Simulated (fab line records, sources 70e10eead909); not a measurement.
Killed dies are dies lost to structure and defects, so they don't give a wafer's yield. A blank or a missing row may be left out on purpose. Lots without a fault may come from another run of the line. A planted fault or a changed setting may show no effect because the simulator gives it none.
Chamber matching | flow nand_harc | NHARC_A_CHANNEL_HOLE_D2_ETCH_44 on rie_diel-03: 4 sister chambers
The step etches the open film in CF4/O2, target depth 140 nm, overetch 14 nm, time 77 s. 7 wafers are shown with their chamber, then 7 later ones without.

WAFERS WITH THEIR CHAMBER
wafer  | chamber | showerhead_plenum_p_Torr (Torr) | drypump_motor_current_A (A)
L925.2 | 2       | 1.29                            | 5.1
L925.3 | 3       | 1.31                            | 5.9
L928.2 | 1       | 1.41                            | 5.1
L928.3 | 0       | 1.37                            | 6.2
L928.5 | 1       | 1.41                            | 5.1
L930.1 | 2       | 1.30                            | 5.1
L930.3 | 0       | 1.37                            | 6.1

WAFERS WITHOUT THEIR CHAMBER
wafer  | showerhead_plenum_p_Torr (Torr) | drypump_motor_current_A (A)
L930.5 | 1.37                            | 6.1
L932.1 | 1.29                            | 5.1
L932.4 | 1.37                            | 6.1
L932.5 | 1.29                            | 5.1
L933.2 | 1.29                            | 5.1
L933.3 | 1.31                            | 5.9
L933.6 | 1.31                            | 5.9

WHICH CHAMBER EACH WENT THROUGH
wafer  | from the rows above | in truth
L930.5 | 0                   | 0
L932.1 | 2                   | 2
L932.4 | 0                   | 0
L932.5 | 2                   | 2
L933.2 | 2                   | 2
L933.3 | 3                   | 3
L933.6 | 3                   | 3
Placed correctly: 7 of 7. Can't be placed from these rows: 0. Placed wrongly: 0.
How it was worked out, from the rows above alone: a wafer's distance from a chamber is the root of the sum, over the readings, of the square of ((its reading less the chamber's mean) divided by the reading's scatter). The wafer belongs to the nearest chamber; if the next one is less than 2 further off, it can't be placed. A chamber's mean is the mean of its shown wafers. The scatter: the root of (the sum of the squares of (reading less its chamber's mean) over the shown wafers, divided by (wafers less chambers)).
